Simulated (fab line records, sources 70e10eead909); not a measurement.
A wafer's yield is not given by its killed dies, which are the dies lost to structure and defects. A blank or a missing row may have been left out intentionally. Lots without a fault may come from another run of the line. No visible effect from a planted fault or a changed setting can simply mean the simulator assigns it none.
fab line records	flow nand_harc
record: lots: 24	wafers: 72	last_day: 24
route steps=1159 shown P_GATE@204 P_CONTACT@218 P_M1@311 P_M2@340
lots with no fault: from the same line, run without faults
start_h: start of the lot's first displayed wafer, in hours after the record's first day	wait_h: time in hours since the lot's previous step	" unchanged from the row above	L1.1+2: one row covering several wafers at once	- no value, or no start was given	* or withheld: withheld	< > ~ a bound
route shown NAME@n: a module of which the file shows steps, and the number in the route of the first	usual: mean and standard deviation over wafers with no fault	same: alike in all rows	chamber/n: place in a boat	sites: readings site by site	_std_site: the standard deviation of these	_edge_site: outer sites' mean less inner sites'	radius_mm: how far each site lies from the wafer's centre	mask NAME#n: copy n	behind: the last tool/chamber to shape the wafer	hold: the reason the lot was held/the length of the hold in hours/how it ended	device: transistor that didn't switch, given as n, p or np	end of line: tests of these same wafers at the route's end	for a step that has no rows: nothing shown but its recipe	killed: dies lost to structure and defects at the first sort, not the wafer's yield	map: per-die view of a wafer (x killed, . not killed, _ where there is no die)
set.NAME: the run value of the setting; set.NAME@STEP: its run value at that earlier step	model.NAME: the simulator's own value behind a step, which no gauge read
route steps across a sampled set of lots; one table per step, one row per wafer
services: from which hour (start_h, from the record's first day; less than 0 if before it) a tool's chamber was out of use, for how many hours, and why
== steps ==
step: NHARC_P_GATE_STRIP_113
recipe: power_w: 1500	temp_c: 110	time_s: 740	chemistry: N2/H2
usual: drypump_motor_current_A: 5.7/0.34	heater_power_w: 93/4.4
lot.wafer	tool	chamber	start_h	wait_h	drypump_motor_current_A	heater_power_w	rf_hours_counter_h
L074.1	plasma_asher-02	1	105.33	0.3	6.2	92	25
L074.4	"	1	"	"	6.2	92	-
L074.5	"	0	"	"	5.4	89	-
L075.2	plasma_asher-02	0	110.96	0.2	5.5	86	29
L075.4	"	0	"	"	5.5	88	-
L075.3	"	1	"	"	6.1	91	-
L076.2	plasma_asher-02	1	111.97	0.2	6.1	92	30
L076.1	"	0	"	"	5.5	88	30
L076.6	"	1	"	"	6.1	92	-
L077.1	plasma_asher-02	0	123.36	0.3	5.5	86	34
L077.4	"	0	"	"	5.5	89	-
L077.5	"	0	"	"	5.5	87	-
L078.3	plasma_asher-02	1	133.96	0.4	6.1	94	-
L078.5	"	1	"	"	6.1	91	-
L078.6	"	0	"	"	5.5	88	-
L079.2	plasma_asher-01	0	133.98	0.2	5.2	93	8
L079.1	"	1	"	"	5.7	100	8
L079.5	"	0	"	"	5.2	92	-
L080.2	plasma_asher-01	1	144.74	0.3	5.7	101	11
L080.4	"	1	"	"	5.7	101	-
L080.3	"	0	"	"	5.2	93	-
L081.2	plasma_asher-02	1	151.45	0.3	6.1	92	43
L081.4	"	0	"	"	5.5	86	-
L081.5	"	1	"	"	6.1	93	-
L082.2	plasma_asher-01	0	152.35	0.2	5.2	94	13
L082.6	"	0	"	"	5.2	94	-
L082.5	"	1	"	"	5.7	101	-
L083.2	plasma_asher-02	0	165.54	0.3	5.4	89	48
L083.3	"	1	"	"	6.1	93	-
L083.4	"	0	"	"	5.5	86	-
L084.2	plasma_asher-02	1	166.20	0.2	6.1	92	48
L084.1	"	0	"	"	5.5	88	48
L084.4	"	0	"	"	5.4	89	-
L085.2	plasma_asher-02	0	180.33	0.2	5.5	87	53
L085.1	"	1	"	"	6.1	91	53
L085.3	"	0	"	"	5.5	88	-
L087.1	plasma_asher-01	1	180.98	0.2	5.7	100	22
L087.4	"	1	"	"	5.7	99	-
L087.6	"	1	"	"	5.7	101	-
L086.1	plasma_asher-02	0	181.67	0.6	5.5	88	55
L086.3	"	1	"	"	6.1	93	-
L086.6	"	1	"	"	6.1	95	-
L088.1	plasma_asher-01	1	188.89	0.9	5.7	99	27
L088.2	"	0	"	"	5.2	92	27
L088.4	"	1	"	"	5.7	102	-
L089.2	plasma_asher-01	0	198.16	0.3	5.2	93	29
L089.3	"	1	"	"	5.7	101	-
L089.5	"	0	"	"	5.2	94	-
L090.1	plasma_asher-01	0	206.00	0.3	5.2	95	30
L090.4	"	1	"	"	5.7	100	-
L090.3	"	0	"	"	5.2	95	-
L091.2	plasma_asher-02	0	206.08	0.2	5.5	93	3
L091.4	"	0	"	"	5.4	91	-
L091.5	"	0	"	"	5.4	93	-
L092.3	plasma_asher-02	0	215.98	0.5	5.5	95	-
L092.6	"	1	"	"	6.1	96	-
L092.5	"	0	"	"	5.5	95	-
L093.2	plasma_asher-01	1	220.07	0.2	5.7	101	37
L093.3	"	1	"	"	5.7	99	-
L093.4	"	0	"	"	5.2	93	-
L094.1	plasma_asher-02	1	220.40	0.2	6.1	96	9
L094.3	"	0	"	"	5.5	91	-
L094.5	"	1	"	"	6.1	94	-
L096.3	plasma_asher-02	0	232.48	0.4	5.5	94	-
L096.4	"	1	"	"	6.1	95	-
L096.6	"	0	"	"	5.5	93	-
L095.2	plasma_asher-01	0	232.79	0.2	5.2	92	41
L095.3	"	0	"	"	5.2	89	-
L095.5	"	1	"	"	5.7	101	-
L097.2	plasma_asher-01	0	238.59	0.3	5.2	92	43
L097.4	"	1	"	"	5.7	102	-
L097.5	"	1	"	"	5.7	99	-
step: NHARC_P_CONTACT_DEP_00
recipe: target_thk_a: 5000	temp_c: 400	pressure_torr: 6.5	rf_w: 900	teos_flow_sccm: 161.4	flow_sccm: 2650	target_thk_nm: 500	gas: O2	material: SiO2
usual: heater_power_w: 597/94	throttle_valve_pct: 15.8/0.62
lot.wafer	tool	chamber	start_h	wait_h	heater_power_w	throttle_valve_pct
L074.1	pecvd-02	0	108.24	0.3	677	16.4
L074.4	"	0	"	"	511	16.0
L074.5	"	2	"	"	713	14.8
L075.2	pecvd-02	2	-	-	706	14.7
L075.3	"	1	"	"	585	14.7
L075.4	"	1	"	"	617	14.7
L076.2	pecvd-01	0	-	-	591	15.9
L076.1	"	2	"	"	759	16.1
L076.6	"	0	"	"	453	15.9
L077.1	pecvd-01	0	-	-	576	15.8
L077.4	"	2	"	"	598	16.0
L077.5	"	0	"	"	597	15.9
L078.3	pecvd-01	0	-	-	583	15.9
L078.5	"	0	"	"	585	16.0
L078.6	"	1	"	"	455	16.3
L079.1	pecvd-01	0	-	-	600	15.9
L079.2	"	1	"	"	477	15.6
L079.5	"	2	"	"	730	16.0
L080.2	pecvd-02	1	-	-	511	15.3
L080.3	"	0	"	"	582	16.5
L080.4	"	2	"	"	624	14.8
L081.2	pecvd-01	2	-	-	750	16.4
L081.4	"	0	"	"	591	15.9
L081.5	"	1	"	"	461	15.9
L082.2	pecvd-01	0	-	-	597	15.9
L082.6	"	2	"	"	679	16.2
L082.5	"	1	"	"	454	16.2
L083.3	pecvd-04	1	-	-	730	15.6
L083.2	"	0	"	"	650	17.0
L083.4	"	1	"	"	549	15.5
L084.1	pecvd-01	1	-	-	490	16.4
L084.2	"	2	"	"	769	16.3
L084.4	"	1	"	"	496	16.2
L085.2	pecvd-04	1	-	-	692	15.6
L085.3	"	2	"	"	457	15.3
L085.1	"	0	"	"	524	17.1
L087.1	pecvd-04	1	-	-	680	16.0
L087.6	"	1	"	"	700	15.7
L087.4	"	0	"	"	562	16.9
L086.3	pecvd-01	2	-	-	663	16.3
L086.1	"	1	"	"	432	16.1
L086.6	"	2	"	"	679	15.9
L088.1	pecvd-01	2	-	-	768	16.2
L088.2	"	0	"	"	561	15.9
L088.4	"	2	"	"	598	16.1
L089.3	pecvd-02	2	-	-	630	14.3
L089.2	"	0	"	"	624	15.9
L089.5	"	0	"	"	657	15.7
L090.3	pecvd-04	2	-	-	664	14.9
L090.1	"	1	"	"	590	15.3
L090.4	"	2	"	"	709	14.7
L091.2	pecvd-01	0	-	-	584	16.0
L091.4	"	0	"	"	442	15.7
L091.5	"	1	"	"	480	16.3
L092.3	pecvd-01	0	219.28	0.3	596	16.0
L092.6	"	2	"	"	764	16.3
L092.5	"	0	"	"	589	16.1
L093.3	pecvd-02	2	-	-	672	14.3
L093.2	"	0	"	"	678	16.0
L093.4	"	2	"	"	688	14.1
L094.3	pecvd-04	0	-	-	615	16.0
L094.1	"	1	"	"	690	15.6
L094.5	"	0	"	"	646	16.2
L096.3	pecvd-04	0	-	-	699	16.2
L096.6	"	1	"	"	654	15.7
L096.4	"	0	"	"	528	16.1
L095.3	pecvd-04	2	-	-	673	14.6
L095.2	"	1	"	"	550	15.6
L095.5	"	1	"	"	582	15.7
L097.2	pecvd-04	0	-	-	669	16.1
L097.4	"	0	"	"	684	16.3
L097.5	"	1	"	"	638	15.6
step: NHARC_P_CONTACT_CMP_01
recipe: target_thk_nm: 200	material: SiO2
usual: motor_current_A: 11.5/1.4
lot.wafer	tool	chamber	start_h	wait_h	motor_current_A
L074.4	cmp-04	1	109.10	0.7	10.0
L074.1	"	2	"	"	11.6
L074.5	"	0	"	"	12.2
L075.3	cmp-04	2	114.53	-	11.4
L075.4	"	0	"	"	12.4
L075.2	"	1	"	"	11.1
L076.1	cmp-02	2	115.56	-	9.7
L076.2	"	3	"	"	12.7
L076.6	"	3	"	"	11.4
L077.1	cmp-02	0	126.62	-	12.1
L077.4	"	2	"	"	10.5
L077.5	"	0	"	"	12.4
L078.3	cmp-02	2	137.25	-	10.9
L078.5	"	0	"	"	12.1
L078.6	"	1	"	"	13.1
L079.1	cmp-01	1	137.69	-	13.7
L079.2	"	0	"	"	9.4
L079.5	"	2	"	"	13.5
L080.2	cmp-01	0	148.07	-	10.2
L080.4	"	2	"	"	12.5
L080.3	"	3	"	"	9.6
L081.2	cmp-04	2	154.82	-	10.9
L081.4	"	3	"	"	10.7
L081.5	"	1	"	"	10.1
L082.2	cmp-01	3	155.73	-	9.2
L082.5	"	3	"	"	9.3
L082.6	"	0	"	"	9.5
L083.4	cmp-01	2	169.15	-	13.3
L083.3	"	0	"	"	9.8
L083.2	"	1	"	"	14.6
L084.1	cmp-04	0	169.79	-	12.2
L084.4	"	1	"	"	10.6
L084.2	"	3	"	"	9.8
L085.2	cmp-02	1	183.64	-	11.9
L085.3	"	2	"	"	10.1
L085.1	"	0	"	"	12.2
L087.1	cmp-02	3	184.32	-	11.6
L087.4	"	0	"	"	11.9
L087.6	"	3	"	"	12.8
L086.1	cmp-01	2	185.03	-	13.0
L086.3	"	3	"	"	9.4
L086.6	"	1	"	"	14.0
L088.4	cmp-04	1	192.23	-	10.8
L088.2	"	2	"	"	11.3
L088.1	"	3	"	"	10.3
L089.2	cmp-04	0	201.76	-	12.5
L089.3	"	1	"	"	10.2
L089.5	"	2	"	"	11.3
L090.3	cmp-01	1	209.21	-	14.0
L090.1	"	2	"	"	13.4
L090.4	"	3	"	"	10.0
L091.2	cmp-02	0	209.46	-	12.9
L091.4	"	1	"	"	12.7
L091.5	"	3	"	"	12.4
L092.3	cmp-04	1	219.69	0.3	10.0
L092.5	"	1	"	"	10.5
L092.6	"	2	"	"	11.7
L093.2	cmp-04	0	223.64	-	12.7
L093.3	"	1	"	"	10.8
L093.4	"	2	"	"	11.5
L094.3	cmp-01	3	223.90	-	9.3
L094.1	"	2	"	"	12.6
L094.5	"	0	"	"	10.1
L096.4	cmp-04	3	235.59	-	10.5
L096.3	"	0	"	"	12.3
L096.6	"	1	"	"	10.6
L095.2	cmp-02	1	236.32	-	12.6
L095.3	"	2	"	"	10.6
L095.5	"	2	"	"	10.2
L097.2	cmp-01	1	241.99	-	14.6
L097.4	"	0	"	"	10.0
L097.5	"	1	"	"	13.8
step: NHARC_P_M1_CMP_23
recipe: t_overpolish_s: 20	target_thk_nm: 157.82
usual: motor_current_A: 11.9/0.9	time_to_endpoint_s: 27.5/2.9
lot.wafer	tool	chamber	start_h	wait_h	motor_current_A	time_to_endpoint_s
L074.1	cmp-02	0	121.99	-	12.3	28.8
L074.4	"	1	"	"	13.3	30.4
L074.5	"	1	"	"	13.2	31.5
L075.3	cmp-03	1	130.45	-	12.5	21.7
L075.4	"	2	"	"	12.0	25.4
L075.2	"	3	"	"	11.9	23.8
L076.1	cmp-04	0	131.75	-	12.2	26.4
L076.2	"	1	"	"	10.8	26.7
L076.6	"	0	"	"	12.0	26.8
L077.4	cmp-02	1	138.75	-	13.1	32.7
L077.1	"	2	"	"	10.2	28.0
L077.5	"	3	"	"	11.8	27.9
L078.3	cmp-03	2	148.60	-	11.9	27.3
L078.5	"	1	"	"	11.4	26.9
L078.6	"	2	"	"	11.5	26.9
L079.1	cmp-02	0	156.68	-	12.9	29.6
L079.2	"	1	"	"	13.1	29.4
L079.5	"	2	"	"	10.4	28.0
L080.3	cmp-04	2	159.61	-	11.5	28.5
L080.2	"	3	"	"	10.6	26.9
L080.4	"	0	"	"	12.2	27.1
L081.2	cmp-02	0	168.87	-	12.2	29.0
L081.4	"	2	"	"	10.2	27.3
L081.5	"	3	"	"	12.0	26.2
L082.2	cmp-03	0	169.14	-	13.1	27.9
L082.6	"	2	"	"	11.6	28.6
L082.5	"	3	"	"	12.3	28.0
L083.4	cmp-03	3	180.85	-	12.8	28.3
L083.3	"	0	"	"	12.7	26.0
L083.2	"	1	"	"	11.9	26.1
L084.1	cmp-04	3	181.43	-	10.2	28.9
L084.2	"	1	"	"	10.8	28.8
L084.4	"	2	"	"	11.1	32.3
L085.1	cmp-02	3	194.86	-	12.1	24.9
L085.2	"	0	"	"	12.6	31.2
L085.3	"	1	"	"	12.3	30.5
L087.4	cmp-03	1	196.02	-	12.0	22.5
L087.1	"	2	"	"	11.3	25.4
L087.6	"	0	"	"	12.9	23.9
L086.1	cmp-03	1	196.50	-	12.1	24.8
L086.3	"	2	"	"	11.3	25.9
L086.6	"	0	"	"	12.7	29.4
L088.2	cmp-03	0	205.26	-	12.9	25.5
L088.4	"	1	"	"	12.2	22.4
L088.1	"	3	"	"	11.9	25.2
L089.3	cmp-03	0	219.39	-	13.1	25.5
L089.2	"	2	"	"	11.2	27.6
L089.5	"	0	"	"	13.5	27.6
L090.4	cmp-02	3	221.74	-	11.9	28.2
L090.3	"	0	"	"	12.2	32.3
L090.1	"	1	"	"	13.6	30.9
L091.4	cmp-03	2	222.13	-	11.8	27.5
L091.2	"	1	"	"	11.8	24.6
L091.5	"	3	"	"	12.3	24.3
L092.3	cmp-04	3	231.97	-	10.1	29.1
L092.5	"	0	"	"	12.1	31.0
L092.6	"	1	"	"	10.4	31.6
L093.3	cmp-03	2	239.75	-	11.1	24.2
L093.2	"	3	"	"	12.0	22.7
L093.4	"	0	"	"	13.4	24.2
L094.3	cmp-02	2	240.23	-	9.4	31.7
L094.1	"	3	"	"	12.8	31.1
L094.5	"	1	"	"	13.4	34.1
L096.4	cmp-03	1	249.75	-	12.0	25.1
L096.3	"	3	"	"	12.2	26.6
L096.6	"	2	"	"	11.1	26.2
L095.3	cmp-03	1	250.10	-	12.4	24.6
L095.2	"	0	"	"	13.1	25.4
L095.5	"	2	"	"	11.9	24.5
L097.2	cmp-04	3	253.36	-	10.6	30.4
L097.4	"	1	"	"	10.5	31.8
L097.5	"	3	"	"	10.0	29.1
step: NHARC_P_M2_PVD_20
recipe: target_thk_a: 50	bias_v: 168.6	power_w: 15000	chamber_pressure_pa: 0.12	time_s: 8.06	substrate_temp_c: 50	material: TaN
usual: throttle_valve_pct: 29.6/0.78
lot.wafer	tool	chamber	start_h	wait_h	throttle_valve_pct
L074.1	pvd_sputter-01	-	-	-	29.8
L074.4	"	-	"	"	30.1
L074.5	"	-	"	"	29.9
L075.3	pvd_sputter-03	-	-	-	29.5
L075.4	"	-	"	"	29.4
L075.2	"	-	"	"	29.9
L076.2	pvd_sputter-02	-	-	-	29.9
L076.1	"	-	"	"	27.8
L076.6	"	-	"	"	29.8
L077.4	pvd_sputter-03	-	-	-	30.6
L077.1	"	-	"	"	29.5
L077.5	"	-	"	"	30.2
L078.3	pvd_sputter-03	-	-	-	29.3
L078.5	"	-	"	"	30.2
L078.6	"	-	"	"	29.3
L079.1	pvd_sputter-03	-	-	-	29.4
L079.2	"	-	"	"	29.7
L079.5	"	-	"	"	29.5
L080.3	pvd_sputter-02	-	-	-	29.9
L080.4	"	-	"	"	27.9
L080.2	"	-	"	"	29.7
L081.2	pvd_sputter-03	-	-	-	30.4
L081.4	"	-	"	"	29.5
L081.5	"	-	"	"	29.9
L082.2	pvd_sputter-02	-	-	-	30.9
L082.6	"	-	"	"	27.7
L082.5	"	-	"	"	29.5
L083.3	pvd_sputter-02	-	-	-	29.6
L083.4	"	-	"	"	29.9
L083.2	"	-	"	"	30.9
L084.1	pvd_sputter-03	-	-	-	29.7
L084.4	"	-	"	"	29.4
L084.2	"	-	"	"	30.5
L085.2	pvd_sputter-01	-	-	-	29.3
L085.1	"	-	"	"	27.7
L085.3	"	-	"	"	30.5
L087.4	pvd_sputter-03	-	-	-	29.7
L087.1	"	-	"	"	29.5
L087.6	"	-	"	"	30.0
L086.1	pvd_sputter-03	-	-	-	29.4
L086.3	"	-	"	"	29.9
L086.6	"	-	"	"	29.3
L088.1	pvd_sputter-01	-	-	-	30.7
L088.4	"	-	"	"	29.9
L088.2	"	-	"	"	28.2
L089.2	pvd_sputter-01	-	-	-	27.8
L089.3	"	-	"	"	30.1
L089.5	"	-	"	"	28.1
L090.1	pvd_sputter-01	-	-	-	29.5
L090.3	"	-	"	"	30.0
L090.4	"	-	"	"	30.3
L091.2	pvd_sputter-01	-	-	-	30.1
L091.4	"	-	"	"	29.4
L091.5	"	-	"	"	29.2
L092.3	pvd_sputter-02	-	-	-	29.5
L092.5	"	-	"	"	27.8
L092.6	"	-	"	"	28.6
L093.3	pvd_sputter-03	-	-	-	30.1
L093.4	"	-	"	"	30.2
L093.2	"	-	"	"	29.5
L094.3	pvd_sputter-03	-	-	-	29.8
L094.1	"	-	"	"	29.6
L094.5	"	-	"	"	29.5
L096.3	pvd_sputter-02	-	-	-	30.2
L096.4	"	-	"	"	29.0
L096.6	"	-	"	"	29.9
L095.3	pvd_sputter-03	-	-	-	29.6
L095.2	"	-	"	"	30.1
L095.5	"	-	"	"	29.7
L097.2	pvd_sputter-02	-	-	-	29.0
L097.4	"	-	"	"	29.4
L097.5	"	-	"	"	27.5
step: NHARC_P_M2_CMP_23
recipe: t_overpolish_s: 20	target_thk_nm: 144.3
usual: motor_current_A: 12.1/1.2	time_to_endpoint_s: 27/3.1
lot.wafer	tool	chamber	start_h	wait_h	motor_current_A	time_to_endpoint_s
L074.1	cmp-03	1	126.17	-	12.0	25
L074.4	"	2	"	"	11.4	23
L074.5	"	0	"	"	12.9	24
L075.2	cmp-02	1	134.60	-	13.2	32
L075.3	"	3	"	"	11.8	27
L075.4	"	0	"	"	12.7	31
L076.1	cmp-03	1	136.25	-	11.7	22
L076.2	"	2	"	"	11.2	24
L076.6	"	3	"	"	11.9	26
L077.4	cmp-01	2	142.85	-	13.2	31
L077.1	"	3	"	"	8.9	29
L077.5	"	1	"	"	13.8	28
L078.3	cmp-02	1	152.80	-	12.8	30
L078.5	"	1	"	"	12.9	29
L078.6	"	2	"	"	10.5	28
L079.2	cmp-01	3	160.88	-	9.6	30
L079.1	"	0	"	"	10.6	27
L079.5	"	1	"	"	14.6	28
L080.2	cmp-02	1	163.72	-	13.1	30
L080.3	"	2	"	"	10.0	25
L080.4	"	3	"	"	12.0	26
L081.4	cmp-01	2	173.43	-	13.4	33
L081.2	"	0	"	"	10.5	28
L081.5	"	1	"	"	14.3	28
L082.2	cmp-03	2	173.76	-	12.0	26
L082.5	"	0	"	"	13.2	25
L082.6	"	1	"	"	11.5	24
L083.2	cmp-03	2	185.15	-	11.1	27
L083.3	"	0	"	"	13.3	27
L083.4	"	1	"	"	12.2	21
L084.1	cmp-03	3	186.10	-	12.3	27
L084.2	"	0	"	"	13.6	25
L084.4	"	2	"	"	12.1	28
L085.1	cmp-02	0	198.90	-	12.8	34
L085.3	"	1	"	"	12.4	30
L085.2	"	2	"	"	10.1	29
L087.4	cmp-03	3	200.15	-	12.8	27
L087.1	"	1	"	"	12.1	22
L087.6	"	3	"	"	11.6	27
L086.1	cmp-03	3	200.75	-	11.9	24
L086.3	"	1	"	"	12.1	21
L086.6	"	2	"	"	11.1	23
L088.2	cmp-03	3	209.46	-	12.0	27
L088.4	"	0	"	"	13.4	27
L088.1	"	1	"	"	11.8	24
L089.2	cmp-02	1	223.68	-	12.7	31
L089.3	"	3	"	"	12.1	25
L089.5	"	1	"	"	12.9	29
L090.3	cmp-01	0	225.98	-	10.5	29
L090.1	"	1	"	"	13.8	30
L090.4	"	2	"	"	13.3	34
L091.2	cmp-01	1	226.82	-	14.3	29
L091.4	"	2	"	"	12.6	33
L091.5	"	2	"	"	12.7	33
L092.3	cmp-03	2	236.24	-	11.1	28
L092.5	"	2	"	"	11.8	25
L092.6	"	3	"	"	12.5	26
L093.2	cmp-03	3	244.09	-	11.9	23
L093.4	"	0	"	"	13.6	23
L093.3	"	1	"	"	12.4	24
L094.3	cmp-03	0	244.89	-	13.6	24
L094.1	"	2	"	"	11.5	25
L094.5	"	1	"	"	12.0	23
L096.3	cmp-01	1	254.13	-	13.5	26
L096.4	"	2	"	"	13.2	33
L096.6	"	1	"	"	14.0	27
L095.3	cmp-02	2	254.37	-	9.9	31
L095.2	"	3	"	"	13.0	27
L095.5	"	2	"	"	10.1	30
L097.4	cmp-02	2	257.54	-	10.0	33
L097.2	"	1	"	"	12.6	33
L097.5	"	3	"	"	12.3	29
== services ==
tool	chamber	start_h	hours	kind
cmp-01	-	81.53	4.0	pm
cmp-03	-	85.15	2.0	repair
cmp-02	-	90.15	1.0	repair
pvd_sputter-03	-	102.00	10.0	pm
cmp-01	-	102.77	20.4	repair
cmp-03	-	105.03	3.6	repair
cmp-04	-	105.07	4.0	pm
cmp-02	-	108.20	3.4	repair
cmp-04	-	117.29	0.8	repair
pvd_sputter-03	-	117.59	1.5	repair
cmp-02	-	128.59	4.0	pm
cmp-04	-	148.06	2.4	repair
pvd_sputter-03	-	155.92	2.0	repair
cmp-03	-	156.00	4.0	pm
cmp-01	-	159.67	0.3	repair
cmp-02	-	167.30	0.9	repair
cmp-04	-	171.01	5.5	repair
cmp-03	-	178.11	2.4	repair
cmp-01	-	179.53	4.0	pm
plasma_asher-02	-	183.11	9.0	pm
cmp-01	-	202.59	3.6	repair
cmp-04	-	203.07	4.0	pm
cmp-02	-	226.59	4.0	pm
cmp-03	-	254.00	4.0	pm
== key ==
fault none
